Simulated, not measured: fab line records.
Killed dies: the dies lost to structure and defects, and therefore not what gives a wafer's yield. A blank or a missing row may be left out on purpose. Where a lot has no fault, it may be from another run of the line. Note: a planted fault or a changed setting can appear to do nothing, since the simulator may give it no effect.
A lot that was struck, set against a sound lot -- flow n5 finfet -- 16 out of 1938 route steps
Sound: these wafers, L701.2, L701.4, L701.6. Wafers L709.2, L709.4, L709.5 were the ones struck. The cause comes at the end.
For every step that has rows: the tool of each side, followed by ch and its chambers, followed by its first start. Under that, the readings that differ: sound wafers -- struck wafers -- difference of the means -- sigmas: that difference in standard deviations of wafers without a fault.
alike: same words and numbers on both sides, and readings whose means sit less than 2 such deviations apart. not compared: any withheld reading, any reading some wafer has no value for, any bound like >300 that may hide the same value, and any number with overlapping values for which the record gives no deviation.
Wherever a step has rows on one side only, a row that says differs or no value, or a row with sigmas, the two part there. Numbers that don't overlap but have no deviation are shown without sigmas and don't part them. A reading missing from all wafers of one side parts the sides only when that side holds two or more wafers.

N5_BEOL_M2_DESCUM_33: chemistry O2, time 7 s.
  sound on rie diel-04 ch 1,2,3, day 6 21:47; struck on rie diel-05 ch 1,2, day 9 02:02
  alike: drypump motor current A, oes product au, rf vpp V, showerhead plenum p Torr, throttle valve pct
  not compared: rf hours counter h
then, 1 step without rows for these wafers: N5_BEOL_M2_ETCH_77 (etches underlayer in N2/H2, target depth 6.5 nm, time 5.2 s).
N5_BEOL_M2_ETCH_69: etches SiARC in CF4, target depth 15.6 nm, time 26 s.
  sound on rie diel-04 ch 1,2,3, day 6 21:50; struck on rie diel-05 ch 1,2, day 9 02:05
  alike: drypump motor current A, etch rf on time s, oes product au, rf vpp V, showerhead plenum p Torr, throttle valve pct
  not compared: rf hours counter h
then, 5 steps without rows for these wafers: N5_BEOL_M2_ALD_98 (deposits SiO2, target thk 2.5 nm, pulse time 1 s, co reactant pulse time 1 s); N5_BEOL_M2_ETCHBACK_99 (etches SiO2 in CHF3, target depth 5 nm, time 10.4 s); N5_BEOL_M2_ETCH_70 (etches SOC in N2/H2, target depth 80 nm, overetch 24 nm, time 130 s); N5_BEOL_M2_STRIP_71 (strips in N2/H2); N5_BEOL_M2_STRIP_78 (strips in N2/H2).
N5_BEOL_M2_VIA_ETCH_34: etches the open film in C4F6/O2, target depth 69.4 nm, time 65.9 s.
  sound on rie diel-02 ch 1,2,3, day 7 06:41; struck on rie diel-02 ch 0,1,2, day 9 14:26
  alike: drypump motor current A, oes product au, rf vpp V, showerhead plenum p Torr, throttle valve pct
  not compared: rf hours counter h
then, 1 step without rows for these wafers: N5_BEOL_M2_STRIP_83 (strips in C4F6/O2).
N5_BEOL_M2_STRIP_36: strips in N2/H2.
  sound on rie diel-02 ch 1,2,3, day 7 06:45; struck on rie diel-02 ch 0,1,2, day 9 14:30
  alike: drypump motor current A, oes product au, rf vpp V, showerhead plenum p Torr, throttle valve pct
  not compared: rf hours counter h
N5_BEOL_M2_TRENCH_ETCH_37: etches SiOC in C4F6/O2, target depth 55.555 nm, time 29.2 s.
  sound on rie diel-02 ch 1,2,3; struck on rie diel-02 ch 0,1,2
  alike: drypump motor current A, oes product au, rf vpp V, showerhead plenum p Torr, throttle valve pct
  not compared: rf hours counter h
N5_BEOL_M2_ETCH_41: etches SiCN in CH3F/O2, target depth 29.9 nm, time 52.5 s.
  sound on rie diel-02 ch 1,2,3, day 7 06:49; struck on rie diel-02 ch 0,1,2, day 9 14:34
reading,sound,struck,difference,sigmas
oes product au (a.u.),0.78 0.82 0.76,1.00 1.11 1.03,+0.26,+3
model.etch.depth nm (nm),19.56 20.07 19.99,32.65 32.78 32.61,+12.81,
  alike: drypump motor current A, rf vpp V, showerhead plenum p Torr, throttle valve pct
  not compared: rf hours counter h
then, 1 step without rows for these wafers: N5_BEOL_M2_STRIP_97 (strips in N2/H2, time 10 s).
-- here the record skips 8 days between the struck wafers' starts before and after, leaving off in module BEOL_M2 and picking up in module BEOL_M4 (first step shown: number 1111 of the route) --
N5_BEOL_M4_RC_MEAS_101:
  sound on prober-01 ch 0, day 9 04:16; struck on prober-02 ch 0, day 17 15:47
  alike: DIBL_N, DIBL_P, IOFF_N, IOFF_P, ION_N, ION_P, SS_N, SS_P, VT_N, VT_P
following that, these wafers have no rows for 1 step: N5_PASSIVATION_PROBE_49.

## WHERE THEY PART
At N5_BEOL_M2_ETCH_41 and nowhere else, as far as this record goes. Later steps at which nothing parts them and some readings are alike: N5_BEOL_M4_RC_MEAS_101.

WHY: what had been put in by the simulator
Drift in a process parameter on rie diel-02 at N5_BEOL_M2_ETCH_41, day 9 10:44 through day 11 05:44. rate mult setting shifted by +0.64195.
